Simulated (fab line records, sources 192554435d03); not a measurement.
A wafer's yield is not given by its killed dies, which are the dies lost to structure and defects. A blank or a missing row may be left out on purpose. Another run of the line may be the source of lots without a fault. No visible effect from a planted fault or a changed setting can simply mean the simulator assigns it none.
Split-lot trial	flow n5Finfet	7 lots, 21 wafers read, on a route of 1938 steps

THE SPLIT
At N5_SD_EPI_N_ETCH_45 (etches SiOCN in CH3F/O2, target depth 6 nm), the setting targetDepthA was moved away from the recipe's 60 angstrom on 7 of the 21 wafers read, by -7.1% to +8.7%. All remaining wafers had this setting at the recipe value.

The reading is taken at the split's own step.

THE READING
etch.depthNm (the simulator's own value, which no gauge read), in nm, at N5_SD_EPI_N_ETCH_45 (etches SiOCN in CH3F/O2, target depth 6 nm). The file does not state a usual value for it. Average 5.986 nm, standard deviation 0.069 nm, over the 14 wafers here run with the recipe.

wafer	tool, chamber at the split	targetDepthA as run, angstrom	against the recipe	etch.depthNm, nm	against lot-mates on the recipe
L076.1	rieDiel-01, 3	58.1	-3.2%	5.676	-0.378
L076.2	rieDiel-01, 0	60	recipe	6.052	-
L076.6	rieDiel-01, 1	60	recipe	6.057	-
L080.1	rieDiel-06, 3	57.27	-4.5%	5.757	-0.290
L080.2	rieDiel-06, 2	60	recipe	6.077	-
L080.4	rieDiel-06, 1	60	recipe	6.018	-
L082.1	rieDiel-06, 2	60	recipe	5.963	-
L082.2	rieDiel-06, 3	65.19	+8.7%	6.484	+0.521
L082.6	rieDiel-06, 0	65.19	+8.7%	6.652	+0.689
L084.2	rieDiel-06, 3	55.74	-7.1%	5.521	-0.567
L084.3	rieDiel-06, 0	55.74	-7.1%	5.68	-0.408
L084.5	rieDiel-06, 0	60	recipe	6.088	-
L089.2	rieDiel-05, 0	60	recipe	6.061	-
L089.5	rieDiel-05, 1	60	recipe	5.947	-
L089.6	rieDiel-05, 2	60	recipe	5.866	-
L093.2	rieDiel-06, 1	60	recipe	5.955	-
L093.3	rieDiel-06, 3	60	recipe	5.93	-
L093.4	rieDiel-06, 2	60	recipe	5.932	-
L095.4	rieDiel-05, 1	60	recipe	5.893	-
L095.5	rieDiel-05, 0	60	recipe	5.962	-
L095.6	rieDiel-05, 3	55.73	-7.1%	5.577	-0.351

THE FIT
A straight line over all 21 wafers: etch.depthNm changes by +0.062 nm for each +1% of targetDepthA; r = +0.96; the points scatter about the line by 0.079 nm.
The same after taking each lot's own level away (the mean of its wafers on the recipe; 21 wafers): +0.0675 nm for each +1%; r = +0.97; scatter 0.071 nm.
On that fit, the largest move of targetDepthA shifts the reading by 0.58 nm.
The lots' own levels span 5.9275 to 6.0880 nm, that is 2.3 times the standard deviation above.
So the lot-to-lot level changes the slope little: the two slopes agree.
Check: +0.613 nm against its lot-mates is what the line predicts for one of the wafers moved furthest among these (+8.7%) when that wafer is left out of the fit. Against them it came out at +0.521 nm.

THESE WAFERS: OTHER SPLITS
These wafers also went through other splits before the reading. Each is held against what the fit with the lots' levels taken away leaves over:
other split on the same wafers	wafers away from the commonest value	r with etch.depthNm (lot level and that fit taken away)
N5_DUMMY_GATE_PECVD_30 timeS	7	+0.37
N5_SD_EPI_N_PEB_07 pebTimeS	6	-0.08

THE FILE'S OWN FIT
etch.depthNm changes by +0.0664 nm for each +1% of targetDepthA, r = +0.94.
